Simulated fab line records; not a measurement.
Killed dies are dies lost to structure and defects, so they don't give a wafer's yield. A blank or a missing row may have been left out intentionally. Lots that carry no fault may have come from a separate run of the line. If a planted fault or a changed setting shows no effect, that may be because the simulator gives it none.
Matching of chambers	flow n5Finfet	N5_MIM_TOP_LITHO_DESCUM_10 on rieDiel-02 has 4 sister chambers
The step chemistry O2, time 7.9 s. 14 wafers are shown with their chamber, then 7 later ones without.

== WAFERS WITH THEIR CHAMBER ==
wafer	chamber	oesProductAu (a.u.)	drypumpMotorCurrentA (A)	throttleValvePct (%)
L449.1	3	0.89	6.1	20.34
L449.3	2	0.84	5.8	20.33
L449.5	0	0.83	5.5	20.46
L447.1	2	0.84	5.7	20.34
L447.3	3	0.89	6.1	20.35
L447.5	0	0.83	5.5	20.45
L451.2	3	0.88	6.1	20.34
L451.4	1	0.75	6.3	20.36
L451.5	2	0.85	5.8	20.35
L454.2	1	0.74	6.4	20.36
L454.4	3	0.87	6.1	20.37
L454.6	1	0.74	6.3	20.37
L453.1	3	0.88	6.1	20.36
L453.4	0	0.83	5.6	20.46

SIGNATURES, as means of the wafers listed above
reading	chamber 0	chamber 1	chamber 2	chamber 3	scatter within a chamber
oesProductAu	0.8300	0.7433	0.8433	0.8820	0.00643
drypumpMotorCurrentA	5.533	6.333	5.767	6.100	0.0447
throttleValvePct	20.4567	20.3633	20.3400	20.3520	0.0101
Rule: a wafer's distance from a chamber is the root of the sum, over the readings, of the square of ((its reading less the chamber's mean) divided by the reading's scatter). The wafer belongs to the nearest chamber; if the next one is less than 2 further off, it can't be placed. The scatter: the root of (the sum of the squares of (reading less its chamber's mean) over the shown wafers, divided by (wafers less chambers)).

== WAFERS WITHOUT THEIR CHAMBER ==
wafer	oesProductAu (a.u.)	drypumpMotorCurrentA (A)	throttleValvePct (%)
L453.6	0.86	6.1	20.36
L460.1	0.81	5.5	20.47
L460.3	0.85	6.1	20.38
L460.4	0.86	6.2	20.38
L468.2	0.78	5.5	20.48
L468.4	0.80	5.8	20.40
L468.5	0.83	6.1	20.40

== CHAMBER TAKEN BY EACH ==
wafer	from the rows above	in truth
L453.6	3	3
L460.1	0	0
L460.3	3	3
L460.4	3	3
L468.2	0	0
L468.4	can't be placed: 2 or 0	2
L468.5	can't be placed: 3 or 2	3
Correctly placed: 5 of 7. Can't be placed from these rows: 2 (the true chamber is among the candidates in 2). 0 placed wrongly.
